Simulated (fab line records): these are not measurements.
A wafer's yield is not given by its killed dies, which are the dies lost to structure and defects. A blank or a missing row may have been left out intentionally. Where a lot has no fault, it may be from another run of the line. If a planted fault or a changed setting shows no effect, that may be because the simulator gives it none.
fab line records	flow n5Finfet
record lots=6	wafers=17	lastDay=17
route steps=1938 shown BEOL_M3@951 BEOL_M4@1111 PASSIVATION@1936
lots with no fault: from the same line, run without faults
startH: start of the lot's first displayed wafer, in hours after the record's first day	waitH: hours from the lot's prior step to this one	" as in the row above	L1.1+2: one row covering several wafers at once	- no value, or no start was given	* or withheld: withheld	< > ~ a bound
route shown NAME@n: names a module that has steps shown in the file, with the first one's number in the route	usual: average and standard deviation across the fault-free wafers	same: alike in all rows	chamber/n: place in a boat	sites: readings site by site	_std_site: standard deviation across them	_edge_site: outer sites' mean less inner sites'	radiusMm: how far each site lies from the wafer's centre	mask NAME#n: copy n	behind: the tool/chamber that last shaped the wafer	hold: why the lot went on hold/how many hours it stayed there/how the hold came to an end	device: names the non-switching transistor (n, p or np)	end of line: the route-end tests of the same wafers	a step without rows: its recipe alone	killed: count of dies lost to structure and defects at first sort (not the wafer's yield)	map: dies across one wafer; x = killed, . = not, _ = none there
set.NAME: setting as actually run; set.NAME@STEP: the setting as run at that earlier step	model.NAME: the simulator's own value behind a step, which no gauge read
lots at selected steps of the route; one table per step, one row per wafer
services: the hour from which a tool's chamber was out of use, counted from the record's first day as startH (under 0 if before that day), plus the number of hours and why
## steps
# step N5_BEOL_M3_STRIP_65
# recipe chemistry=N2/H2	tempC=40	n2FlowSccm=200	h2FlowSccm=200	rfFrequencyHz=6e+07
# step N5_BEOL_M3_STRIP_75
# recipe chemistry=N2/H2	tempC=40	n2FlowSccm=200	h2FlowSccm=200	rfFrequencyHz=6e+07
# step N5_BEOL_M3_STRIP_66
# recipe chemistry=CF4	resist=SiARC	powerW=300	biasPowerW=75	pressureMtorr=50	cf4FlowSccm=150	rfFrequencyHz=6e+07
# usual drypumpMotorCurrentA=5.6/0.45	oesProductAu=0.78/0.092	powerW=300.1/0.82	rfVppV=271.8/1.4	showerheadPlenumPTorr=1.82/0.056	throttleValvePct=13.62/0.24
lot.wafer	tool	chamber	startH	waitH	drypumpMotorCurrentA	oesProductAu	powerW	rfHoursCounterH	rfVppV	showerheadPlenumPTorr	throttleValvePct
L181.1	rieDiel-06	1	150.46	0.0	5.3	0.82	300.6	57	274.2	1.90	13.75
L181.3	"	0	"	"	5.5	0.95	301.2	2	270.8	1.78	13.37
L181.6	"	3	"	"	5.1	0.67	298.2	-	270.0	1.77	13.91
L185.1	rieDiel-02	0	223.35	0.0	5.7	0.72	300.1	195	274.0	1.85	13.95
L185.5	"	1	"	"	5.8	0.72	300.0	-	270.8	1.78	13.60
L192.1	rieDiel-06	2	232.88	0.0	6.2	0.68	300.0	230	271.7	1.86	13.61
L192.2	"	1	"	"	5.2	0.78	299.1	88	273.6	1.89	13.82
L192.4	"	1	"	"	5.2	0.78	299.0	-	272.9	1.89	13.81
L194.1	rieDiel-06	0	235.79	0.0	5.5	0.88	299.1	27	271.3	1.77	13.43
L194.2	"	2	"	"	6.2	0.66	299.4	232	272.2	1.86	13.59
L194.4	"	3	"	"	5.1	0.89	299.4	28	270.6	1.76	13.45
L195.2	rieDiel-06	3	236.25	0.0	5.1	0.89	298.1	28	270.9	1.76	13.44
L195.3	"	0	"	"	5.5	0.88	300.6	27	271.7	1.77	13.43
L195.5	"	0	"	"	5.5	0.87	300.8	-	270.7	1.77	13.42
L200.1	rieDiel-06	2	280.51	0.0	6.2	0.66	301.0	245	271.5	1.85	13.64
L200.3	"	0	"	"	5.5	0.86	300.0	39	269.0	1.77	13.46
L200.4	"	1	"	"	5.2	0.78	300.3	101	274.2	1.89	13.85
# step N5_BEOL_M3_HM_OPEN_17
# recipe chemistry=Cl2/BCl3	targetDepthA=200	overetchA=60	target=TiN	maskMaterial=SOC	ionEnergyEv=150	pressureMtorr=10	icpW=1000	biasW=126	Cl2_flow_sccm=53.25	bcl3FlowSccm=21.75	Ar_flow_sccm=25
# usual drypumpMotorCurrentA=5.6/0.46	oesProductAu=0.65/0.081	throttleValvePct=22.09/0.11
lot.wafer	tool	chamber	startH	waitH	drypumpMotorCurrentA	oesProductAu	rfHoursCounterH	throttleValvePct
L181.1	rieMetal-02	1	150.51	0.0	5.4	0.53	123	22.37
L181.3	"	1	"	"	5.4	0.53	-	22.37
L181.6	"	0	"	"	5.2	0.77	-	21.96
L185.1	rieMetal-01	1	223.39	0.0	5.0	0.65	47	22.15
L185.5	"	1	"	"	5.1	0.66	-	22.16
L192.1	rieMetal-03	0	232.92	0.0	6.3	0.65	42	21.95
L192.2	"	1	"	"	6.0	0.65	45	22.09
L192.4	"	0	"	"	6.3	0.65	-	21.96
L194.1	rieMetal-01	1	235.83	0.0	5.1	0.66	48	22.16
L194.2	"	0	"	"	5.5	0.53	115	22.14
L194.4	"	1	"	"	5.0	0.65	-	22.14
L195.2	rieMetal-03	0	236.29	0.0	6.3	0.65	43	21.94
L195.3	"	1	"	"	6.0	0.64	-	22.12
L195.5	"	0	"	"	6.3	0.65	-	21.93
L200.1	rieMetal-02	1	280.56	0.0	5.4	0.81	1	22.06
L200.3	"	0	"	"	5.2	0.72	-	22.01
L200.4	"	1	"	"	5.4	0.81	-	22.07
# step N5_BEOL_M3_STRIP_19
# recipe chemistry=O2	powerW=400	tempC=40	pressureMtorr=30	rfFrequencyHz=6e+07	biasPowerW=0	overashFraction=0.2	o2FlowSccm=225
# usual drypumpMotorCurrentA=5.7/0.42	oesProductAu=0.78/0.097	rfVppV=3.7/0.48	showerheadPlenumPTorr=2.12/0.067	throttleValvePct=16.67/0.27
lot.wafer	tool	chamber	startH	waitH	drypumpMotorCurrentA	oesProductAu	rfHoursCounterH	rfVppV	showerheadPlenumPTorr	throttleValvePct
L181.1	rieDiel-01	2	150.62	0.1	5.5	0.72	199	3.2	2.17	16.88
L181.3	"	1	"	"	5.2	0.69	198	2.7	2.15	16.73
L181.6	"	2	"	"	5.5	0.73	-	3.4	2.17	16.89
L185.1	rieDiel-01	1	223.50	0.1	5.2	0.67	227	3.2	2.14	16.80
L185.5	"	3	"	"	6.4	0.87	-	3.6	2.11	16.04
L192.1	rieDiel-01	3	233.07	0.1	6.4	0.87	22	3.3	2.11	16.06
L192.2	"	0	"	"	5.9	0.97	2	4.4	2.05	16.55
L192.4	"	2	"	"	5.5	0.70	229	3.9	2.16	16.94
L194.1	rieDiel-06	2	236.01	0.1	6.2	0.68	232	2.8	2.18	16.66
L194.2	"	3	"	"	5.1	0.92	28	4.1	2.03	16.48
L194.4	"	0	"	"	5.5	0.88	27	4.3	2.04	16.46
L195.2	rieDiel-01	3	236.40	0.1	6.4	0.86	24	3.6	2.11	16.03
L195.3	"	1	"	"	5.2	0.67	233	3.2	2.13	16.80
L195.5	"	3	"	"	6.4	0.86	-	3.9	2.11	16.03
L200.1	rieDiel-06	0	280.67	0.1	5.5	0.88	39	3.9	2.04	16.48
L200.3	"	1	"	"	5.2	0.78	101	3.3	2.19	16.86
L200.4	"	2	"	"	6.2	0.67	245	3.6	2.17	16.70
# step N5_BEOL_M3_CD_MEAS_18
# recipe pitchNm=36	targetCdNm=18
# usual cdNm=18.3/0.37
lot.wafer	tool	chamber	startH	waitH	cdNm
L181.1	cdSem-01	-	150.69	0.0	18.9
L181.3	"	-	"	"	18.0
L181.6	"	-	"	"	18.7
L185.1	cdSem-01	-	223.59	0.1	17.9
L185.5	"	-	"	"	18.2
L192.1	cdSem-02	-	233.14	0.0	18.4
L192.2	"	-	"	"	18.0
L192.4	"	-	"	"	18.1
L194.1	cdSem-02	-	236.07	0.0	17.9
L194.2	"	-	"	"	18.6
L194.4	"	-	"	"	18.3
L195.2	cdSem-03	-	236.47	0.1	17.8
L195.3	"	-	"	"	17.7
L195.5	"	-	"	"	17.6
L200.1	cdSem-01	-	280.74	0.0	19.2
L200.3	"	-	"	"	18.2
L200.4	"	-	"	"	18.6
# step N5_BEOL_M3_COAT_67
# recipe resist=SOC	tempC=250	timeS=60	spinRpm=1500	resistThkNm=60
# step N5_BEOL_M3_COAT_68
# recipe resist=SiARC	tempC=220	timeS=60	spinRpm=1500	resistThkNm=12
# step N5_BEOL_M3_COAT_76
# recipe resist=underlayer	tempC=205	timeS=60	spinRpm=1500	resistThkNm=5
# step N5_BEOL_M3_COAT_22
# recipe resist=CAR-EUV	spinRpm=1500	resistThkNm=30
# step N5_BEOL_M3_EBR_24
# recipe solvent=PGMEA	ebrWidthMm=1.5
# step N5_BEOL_M3_SOFTBAKE_23
# recipe tempC=110	timeS=60	resist=CAR-EUV
# step N5_BEOL_M3_EXPOSE_25
# recipe maskId=V2	na=0.33	sourceShape=quasar	sigmaInner=0.2	sigmaOuter=0.8	polarization=unpolarized	defocusNm=5	doseMj=63
# usual exposureDoseMJCm2=62.96/0.064
# same sigmaOuter=0.8
lot.wafer	tool	chamber	startH	waitH	mask	exposureDoseMJCm2
L181.1	euvScanner-02	0	150.99	-	V2#0	62.87
L181.3	"	0	"	"	V2#0	63.02
L181.6	"	0	"	"	V2#0	63.03
L185.1	euvScanner-02	0	223.76	-	V2#0	62.95
L185.5	"	0	"	"	V2#0	62.92
L192.1	euvScanner-02	0	233.44	-	V2#0	61.55
L192.2	"	0	"	"	V2#0	61.52
L192.4	"	0	"	"	V2#0	61.58
L194.1	euvScanner-01	0	236.39	-	V2#0	62.98
L194.2	"	0	"	"	V2#0	62.95
L194.4	"	0	"	"	V2#0	62.93
L195.2	euvScanner-02	0	236.78	-	V2#0	62.00
L195.3	"	0	"	"	V2#0	61.81
L195.5	"	0	"	"	V2#0	61.82
L200.1	euvScanner-01	0	281.03	-	V2#0	62.98
L200.3	"	0	"	"	V2#0	63.09
L200.4	"	0	"	"	V2#0	63.02
# step N5_BEOL_M3_PEB_26
# recipe pebTempC=100	pebTimeS=60	resist=CAR-EUV
# step N5_BEOL_M4_RC_MEAS_101
# usual DIBL_N=36.2/2.4	DIBL_P=36.2/2.6	IOFF_N=0.16/0.045	IOFF_P=0.21/0.046	ION_N=674/17	ION_P=463/11	SS_N=71.5/0.77	SS_P=73.1/0.76	VT_N=250/3.9	VT_P=-250/3.9
lot.wafer	tool	chamber	startH	waitH	DIBL_N[mV/V]	DIBL_P[mV/V]	IOFF_N[nA/um]	IOFF_P[nA/um]	ION_N[uA/um]	ION_P[uA/um]	SS_N[mV/dec]	SS_P[mV/dec]	VT_N[mV]	VT_P[mV]
L181.1	prober-01	0	165.70	0.0	30.4	32.6	0.09	0.12	648	452	70.9	71.9	259	-259
L181.3	"	0	"	"	35.5	37.9	0.16	0.17	673	451	71.7	73.4	249	-256
L181.6	"	0	"	"	30.5	32.3	0.09	0.12	646	441	70.9	72.7	261	-259
L185.1	prober-02	0	238.57	0.0	34.8	33.0	0.12	0.14	654	442	71.3	71.8	258	-256
L185.5	"	0	"	"	38.3	39.3	0.19	0.22	676	456	72.2	74.0	248	-253
L192.1	prober-01	0	251.46	0.0	36.2	35.5	0.18	0.24	696	482	71.6	73.2	245	-246
L192.2	"	0	"	"	34.5	33.3	0.13	0.19	673	472	71.2	72.9	254	-251
L192.4	"	0	"	"	37.4	38.0	0.20	0.28	706	487	71.2	73.7	248	-243
L194.1	prober-01	0	257.21	0.0	36.0	37.3	0.17	0.20	686	468	71.7	73.6	249	-251
L194.2	"	0	"	"	36.3	37.7	0.18	0.22	674	458	72.0	73.1	248	-251
L194.4	"	0	"	"	33.8	34.3	0.12	0.16	655	454	71.3	73.0	255	-255
L195.2	prober-02	0	259.34	0.2	37.9	35.4	0.16	0.22	665	458	71.8	73.5	250	-249
L195.3	"	0	"	"	36.7	33.9	0.14	0.20	637	439	71.9	73.2	254	-251
L195.5	"	0	"	"	38.1	36.2	0.17	0.24	667	454	71.9	73.7	250	-246
L200.1	prober-01	0	300.31	0.0	39.0	38.5	0.21	0.25	685	467	72.9	73.6	247	-248
L200.3	"	0	"	"	35.5	35.1	0.13	0.19	651	454	71.0	72.7	254	-248
L200.4	"	0	"	"	34.2	33.9	0.11	0.17	667	463	71.5	72.8	256	-252
# step N5_PASSIVATION_PROBE_49
# usual defectLimitedYield=91.2/1.4	killed_at_M0_to_M3=33/9.5	killed_at_M4_up=13/4.7	killedAtContacts=11/5.3	killedAtFrontEnd=42/12	killedAtOther=5/3.3	killedDies=104/17	killedOpen=67/12	killedShort=33/7.7	sort_bin_5_function=5.1/0.94	sort_bin_6_memory=3.3/0.67	sort_bin_8_speed=0.1/1.3	sortNPass=1074/24	sortYieldPct=91.1/2
# same grossDies=1180	killedAtBackSide=0	sort_bin_4_leakage[%]=0
lot.wafer	tool	chamber	startH	waitH	defectLimitedYield[%]	killed_at_M0_to_M3	killed_at_M4_up	killedAtContacts	killedAtFrontEnd	killedAtOther	killedDies	killedOpen	killedShort	sort_bin_5_function[%]	sort_bin_6_memory[%]	sort_bin_8_speed[%]	sortNPass	sortYieldPct[%]
L181.1	prober-02	-	243.11	0.0	91.4	29	16	11	41	4	101	60	40	4.9	3.1	0	1079	91.4
L181.3	prober-02	-	243.21	0.1	91.4	29	11	11	48	3	102	69	32	4.8	3.5	0	1078	91.4
L181.6	prober-02	-	243.36	0.3	92.2	26	11	6	40	9	92	56	33	4.7	2.5	0.2	1086	92.0
L185.1	prober-01	-	366.65	0.0	92.9	20	11	13	33	7	84	55	26	3.6	3.3	0.3	1093	92.6
L185.5	prober-01	-	366.85	0.2	93.3	29	8	5	32	5	79	56	23	3.9	2.5	0	1101	93.3
L192.1	prober-01	-	379.38	1.3	92.8	26	15	7	30	7	85	58	26	4.2	2.9	0	1095	92.8
L192.2	prober-01	-	379.43	1.4	91.8	30	15	11	31	10	97	63	30	4.6	3.3	0	1083	91.8
L192.4	prober-01	-	379.53	1.5	88.1	29	21	9	65	17	141	86	48	6.4	4.3	0	1039	88.1
L194.1	prober-02	-	388.04	0.0	92.5	22	15	5	44	2	88	56	25	4.0	2.6	0	1092	92.5
L194.2	prober-02	-	388.09	0.1	92.4	36	10	3	33	8	90	57	31	4.3	3.1	0	1090	92.4
L194.4	prober-02	-	388.19	0.2	91.2	19	16	9	40	20	104	59	42	4.5	3.7	0	1076	91.2
L195.2	prober-02	-	391.85	0.1	90.1	35	5	4	69	4	117	77	29	5.3	3.6	0	1063	90.1
L195.3	prober-02	-	391.90	0.1	91.8	33	8	2	52	2	97	69	27	4.6	2.9	0.9	1072	90.8
L195.5	prober-02	-	392.00	0.2	88.6	38	8	4	82	3	135	71	52	6.5	3.6	0	1045	88.6
L200.1	prober-01	-	407.95	0.0	91.4	29	11	6	52	3	101	74	27	5.0	3.4	0	1079	91.4
L200.3	prober-01	-	408.05	0.1	90.1	46	12	6	50	3	117	75	42	5.4	4.2	0	1063	90.1
L200.4	prober-01	-	408.10	0.2	90.8	30	12	4	62	1	109	79	30	5.4	3.4	0	1071	90.8
# killed by level:class
L181.1 STI_FIN_REVEAL:geometricParticle:open=9 FIN_SAQP:geometricParticle:open=8 BEOL_M2:geometricParticle:open=8 MOL_CONTACT_COAG:geometricParticle:open=6 BEOL_M0_SAQP:geometricParticle:short=6 STARTING-WAFER:geometricParticle:open=6 GATE_CUT:geometricParticle:short=5 MOL_CONTACT_COAG:geometricParticle:short=5
L181.3 STI_FIN_REVEAL:geometricParticle:open=15 FIN_SAQP:geometricParticle:short=8 GATE_CUT:geometricParticle:short=8 MOL_CONTACT_COAG:geometricParticle:open=8 BEOL_M0_SAQP:geometricParticle:open=8 BEOL_M2:geometricParticle:open=7 BEOL_M4:geometricParticle:open=6 FIN_SAQP:geometricParticle:open=5
L181.6 STI_FIN_REVEAL:geometricParticle:open=9 BEOL_M4:geometricParticle:open=8 PASS1_CAP:geometricParticle:short=7 BEOL_M3:geometricParticle:open=6 BEOL_M2:geometricParticle:open=6 FIN_SAQP:geometricParticle:short=5 FIN_SAQP:geometricParticle:open=4 MOL_CONTACT_COAG:geometricParticle:open=4
L185.1 MOL_CONTACT_COAG:geometricParticle:open=10 BEOL_M2:geometricParticle:open=7 STI_FIN_REVEAL:geometricParticle:open=6 BEOL_M5:geometricParticle:open=5 STARTING-WAFER:geometricParticle:open=5 ILD0:geometricParticle:short=4 ILD0:geometricParticle:open=4 GATE_CUT:geometricParticle:short=4
L185.5 BEOL_M2:geometricParticle:open=9 ILD0:geometricParticle:open=8 STI_FIN_REVEAL:geometricParticle:open=6 MOL_CONTACT_COAG:geometricParticle:open=5 BEOL_M1:geometricParticle:open=5 FIN_SAQP:geometricParticle:short=4 BEOL_M0_SAQP:geometricParticle:open=4 BEOL_M3:geometricParticle:open=4
L192.1 FIN_SAQP:geometricParticle:open=9 BEOL_M4:geometricParticle:open=9 STI_FIN_REVEAL:geometricParticle:open=8 BEOL_M0_SAQP:geometricParticle:short=8 BEOL_M2:geometricParticle:open=7 MOL_CONTACT_COAG:geometricParticle:open=6 FIN_SAQP:geometricParticle:short=4 DUMMY_GATE:geometricParticle:open=3
L192.2 FIN_SAQP:geometricParticle:open=10 MOL_CONTACT_COAG:geometricParticle:open=10 FIN_SAQP:geometricParticle:short=7 BEOL_M0_SAQP:geometricParticle:short=6 BEOL_M1:geometricParticle:open=6 BEOL_M5:geometricParticle:open=5 BEOL_M0_SAQP:geometricParticle:open=4 BEOL_M0:geometricParticle:open=4
L192.4 FIN_SAQP:geometricParticle:open=17 BEOL_M3:geometricParticle:open=13 FIN_SAQP:geometricParticle:short=8 STI_FIN_REVEAL:geometricParticle:open=8 MOL_CONTACT_COAG:geometricParticle:open=8 HKMG_FIN:areaEtch=6 BEOL_M5:geometricParticle:open=5 BEOL_M4:geometricParticle:open=5
L194.1 BEOL_M4:geometricParticle:open=9 HKMG_FIN:areaEtch=7 STI_FIN_REVEAL:geometricParticle:open=6 BEOL_M0_SAQP:geometricParticle:short=6 BEOL_M3:geometricParticle:open=6 STARTING-WAFER:geometricParticle:open=5 DUMMY_GATE:geometricParticle:open=5 MOL_CONTACT_COAG:geometricParticle:open=5
L194.2 BEOL_M2:geometricParticle:open=11 BEOL_M1:geometricParticle:open=7 GATE_CUT:geometricParticle:short=6 BEOL_M0_SAQP:geometricParticle:short=6 BEOL_M4:geometricParticle:open=5 STARTING-WAFER:geometricParticle:open=5 FIN_SAQP:geometricParticle:open=4 BEOL_M0_SAQP:geometricParticle:open=4
L194.4 FIN_SAQP:geometricParticle:open=11 PASS1_CAP:geometricParticle:open=9 GATE_CUT:geometricParticle:short=8 MOL_CONTACT_COAG:geometricParticle:open=6 FIN_SAQP:geometricParticle:short=5 STI_FIN_REVEAL:geometricParticle:open=5 BEOL_M4:geometricParticle:open=4 BEOL_M1:geometricParticle:open=4
L195.2 FIN_SAQP:geometricParticle:open=18 STI_FIN_REVEAL:geometricParticle:open=11 BEOL_M0_SAQP:geometricParticle:short=11 HKMG_FIN:areaEtch=11 BEOL_M0_SAQP:geometricParticle:open=9 FIN_SAQP:geometricParticle:short=7 BEOL_M2:geometricParticle:open=7 ILD0:geometricParticle:open=6
L195.3 FIN_SAQP:geometricParticle:open=14 STI_FIN_REVEAL:geometricParticle:open=13 BEOL_M3:geometricParticle:open=10 FIN_SAQP:geometricParticle:short=6 BEOL_M2:geometricParticle:open=6 BEOL_M1:geometricParticle:open=5 STI_FIN_REVEAL:geometricParticle:short=4 BEOL_M0_SAQP:geometricParticle:open=4
L195.5 FIN_SAQP:geometricParticle:open=20 FIN_SAQP:geometricParticle:short=12 STI_FIN_REVEAL:geometricParticle:open=10 HKMG_FIN:areaEtch=10 BEOL_M0_SAQP:geometricParticle:short=9 GATE_CUT:geometricParticle:open=6 BEOL_M2:geometricParticle:open=6 BEOL_M1:geometricParticle:short=6
L200.1 FIN_SAQP:geometricParticle:open=27 BEOL_M0_SAQP:geometricParticle:open=9 BEOL_M3:geometricParticle:open=8 FIN_SAQP:geometricParticle:short=5 DUMMY_GATE:geometricParticle:open=5 BEOL_M4:geometricParticle:open=5 MOL_CONTACT_COAG:geometricParticle:open=4 BEOL_M2:geometricParticle:open=4
L200.3 FIN_SAQP:geometricParticle:open=17 BEOL_M3:geometricParticle:open=15 BEOL_M2:geometricParticle:open=9 FIN_SAQP:geometricParticle:short=9 STI_FIN_REVEAL:geometricParticle:open=9 BEOL_M0_SAQP:geometricParticle:short=9 GATE_CUT:geometricParticle:open=5 MOL_CONTACT_COAG:geometricParticle:open=5
L200.4 FIN_SAQP:geometricParticle:open=22 STI_FIN_REVEAL:geometricParticle:open=10 DUMMY_GATE:geometricParticle:open=9 BEOL_M2:geometricParticle:open=8 FIN_SAQP:geometricParticle:short=7 BEOL_M3:geometricParticle:open=7 BEOL_M0_SAQP:geometricParticle:open=7 GATE_CUT:geometricParticle:short=4
## services
tool	chamber	startH	hours	kind
rieMetal-01	-	133.84	1.4	pm
rieMetal-01	-	143.50	28.1	pm
rieDiel-01	3	148.32	7.9	repair
rieDiel-06	3	154.22	-	clean
rieDiel-06	3	154.22	-	consumableReplace:focusRing
rieDiel-06	3	154.22	12.6	scheduledDown
rieDiel-06	3	154.22	12.6	ventCycle
rieDiel-01	3	156.65	-	clean
rieDiel-01	3	156.65	-	consumableReplace:focusRing
euvScanner-02	-	157.85	5.8	pm
euvScanner-01	-	166.45	1.5	repair
euvScanner-01	-	177.78	1.0	pm
euvScanner-02	-	181.49	1.0	pm
euvScanner-02	-	182.50	4.6	pm
euvScanner-01	-	184.40	1.2	repair
rieDiel-02	1	196.13	24.9	repair
euvScanner-01	-	208.44	2.0	repair
rieDiel-01	2	218.89	6.3	repair
rieDiel-06	2	227.39	4.3	repair
euvScanner-01	-	233.93	1.0	pm
euvScanner-02	-	237.64	1.0	pm
rieDiel-06	1	244.69	4.1	repair
rieMetal-03	1	246.36	9.8	repair
euvScanner-01	-	270.26	4.6	pm
## key
firstSign step=N5_BEOL_M3_EXPOSE_25	reading=exposureDoseMJCm2	direction=down	sigmas=20	usual=62.96	struck=61.71
effect none on later readings
metAt N5_BEOL_M3_EXPOSE_25
struckWafers L192.1,L192.2,L192.4,L195.2,L195.3,L195.5
loopTrim step=N5_BEOL_M3_EXPOSE_25	setting=dose	lots=L195
baselineLoss step=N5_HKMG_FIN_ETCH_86	wafers=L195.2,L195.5
onsetBetween 223.76 233.44
fault kind=processParameterDrift	tool=euvScanner-02	chamber=-	onsetH=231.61	steps=N5_BEOL_M3_EXPOSE_25	channel=doseMj	offset=-1.363	shape=step	actsIn=theseRecipesOnly	stated=63
# loopTrim: a control loop set the setting to another value than it would have without faults
# baselineLoss: these wafers lose ten dies or more at that step, a loss of the line's own and not of a fault; the sort's usual values leave them out
